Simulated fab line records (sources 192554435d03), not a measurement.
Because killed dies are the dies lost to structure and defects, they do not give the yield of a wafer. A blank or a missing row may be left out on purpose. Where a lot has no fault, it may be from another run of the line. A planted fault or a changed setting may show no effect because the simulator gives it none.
Chamber matching    flow n5_finfet    3 sister chambers for N5_FIN_SAQP_PECVD_48 on pecvd-01
The step deposits SiNx from SiH4/NH3/N2, target thk 25 nm, time 22.1 s. 14 wafers are shown with their chamber, then 7 later ones without.

== WAFERS PAIRED WITH THEIR CHAMBERS ==
wafer   chamber  throttle_valve_pct (%)  showerhead_plenum_p_Torr (Torr)  heater_power_w (W)
L075.1  1        38.9                    5.02                             517
L075.2  2        34.9                    5.17                             794
L075.3  2        34.9                    5.17                             837
L082.2  0        42.5                    5.06                             598
L082.4  1        38.9                    5.02                             559
L082.5  0        42.3                    5.07                             605
L083.3  2        35.4                    5.18                             784
L083.4  0        42.1                    5.06                             615
L083.5  1        39.1                    5.02                             587
L086.2  2        35.3                    5.17                             721
L086.3  0        42.1                    5.06                             598
L086.6  2        35.1                    5.19                             743
L091.1  0        42.4                    5.06                             644
L091.4  1        39.2                    5.02                             517

SIGNATURES (averages over the wafers above)
reading                   chamber 0  chamber 1  chamber 2  scatter within a chamber
throttle_valve_pct        42.280     39.025     35.120     0.192
showerhead_plenum_p_Torr  5.0620     5.0200     5.1760     0.00603
heater_power_w            612.00     545.00     775.80     34.7
Rule: distance of a wafer from a chamber = root of the sum over the readings of ((wafer's reading minus chamber's mean) / reading's scatter) squared. If the next closest chamber is less than 2 further off than the closest, the wafer can't be placed; otherwise it belongs to the closest. The scatter: take each reading less its chamber's mean, square it, sum over the shown wafers, divide by the number of wafers less the number of chambers, and take the root.

== WAFERS WHOSE CHAMBER IS MISSING ==
wafer   throttle_valve_pct (%)  showerhead_plenum_p_Torr (Torr)  heater_power_w (W)
L091.5  35.2                    5.17                             666
L094.1  42.3                    5.06                             658
L094.4  35.4                    5.20                             788
L094.5  39.1                    5.02                             551
L096.1  39.0                    5.02                             605
L096.2  35.6                    5.19                             743
L096.4  35.4                    5.16                             726

== WHICH CHAMBER EACH WENT THROUGH ==
wafer   from the rows above  in truth
L091.5  2                    2
L094.1  0                    0
L094.4  2                    2
L094.5  1                    1
L096.1  1                    1
L096.2  2                    2
L096.4  2                    2
Correct placement for 7 of the 7. From these rows, 0 cannot be placed. Placed wrongly: 0.
